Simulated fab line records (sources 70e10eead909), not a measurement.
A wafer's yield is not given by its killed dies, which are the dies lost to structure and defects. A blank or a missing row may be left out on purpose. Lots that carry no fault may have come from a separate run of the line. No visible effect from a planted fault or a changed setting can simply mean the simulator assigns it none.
Matching of chambers	flow nand-harc	NHARC_P_M0_STRIP_18 on rie-diel-13 has 4 sister chambers
The step strips in N2/H2. 18 wafers are shown with their chamber, then 9 later ones without.

EACH WAFER AND ITS CHAMBER
wafer	chamber	showerhead-plenum-p-Torr (Torr)	drypump-motor-current-A (A)	oes-product-au (a.u.)
L074.1	2	2.15	5.2	1.005
L074.3	3	2.20	5.2	0.990
L074.6	3	2.20	5.2	0.995
L076.2	2	2.14	5.2	0.993
L076.3	3	2.20	5.2	1.005
L076.5	1	1.94	5.9	1.010
L077.1	3	2.20	5.2	0.983
L077.2	2	2.14	5.2	0.995
L077.3	0	2.06	5.6	1.018
L081.2	3	2.19	5.2	1.010
L081.4	2	2.14	5.2	1.003
L081.5	1	1.94	5.9	1.018
L083.1	1	1.94	5.9	1.015
L083.3	2	2.14	5.2	1.011
L083.4	3	2.19	5.2	1.000
L084.3	0	2.06	5.6	1.005
L084.5	0	2.06	5.6	1.016
L084.6	1	1.94	5.8	1.006

SIGNATURES (means of the wafers above)
reading	chamber 0	chamber 1	chamber 2	chamber 3	scatter within a chamber
showerhead-plenum-p-Torr	2.0600	1.9400	2.1420	2.1967	0.0039
drypump-motor-current-A	5.600	5.875	5.200	5.200	0.0231
oes-product-au	1.01300	1.01225	1.00140	0.99717	0.00799
Rule: a wafer's distance from a chamber is the root of the sum, over the readings, of the square of ((its reading less the chamber's mean) divided by the reading's scatter). The wafer belongs to the nearest chamber; if the next one is less than 2 further off, it can't be placed. How the scatter is found: for the shown wafers, subtract from each reading the mean of its chamber, square and add these, divide the total by (wafers less chambers), then take the root.

WAFERS WHOSE CHAMBER IS MISSING
wafer	showerhead-plenum-p-Torr (Torr)	drypump-motor-current-A (A)	oes-product-au (a.u.)
L085.1	1.93	5.8	0.996
L085.5	2.05	5.6	1.014
L085.6	1.93	5.9	1.005
L087.1	2.13	5.2	1.020
L087.3	1.93	5.9	0.995
L087.6	2.19	5.2	0.998
L089.3	2.19	5.2	0.998
L089.5	2.19	5.2	0.997
L089.6	2.13	5.2	1.007

WHICH CHAMBER EACH ONE RAN IN
wafer	from the rows above	in truth
L085.1	1	1
L085.5	0	0
L085.6	1	1
L087.1	2	2
L087.3	1	1
L087.6	3	3
L089.3	3	3
L089.5	3	3
L089.6	2	2
Placed correctly: 9 of 9. Not placeable from these rows: 0. Placed wrongly: 0.
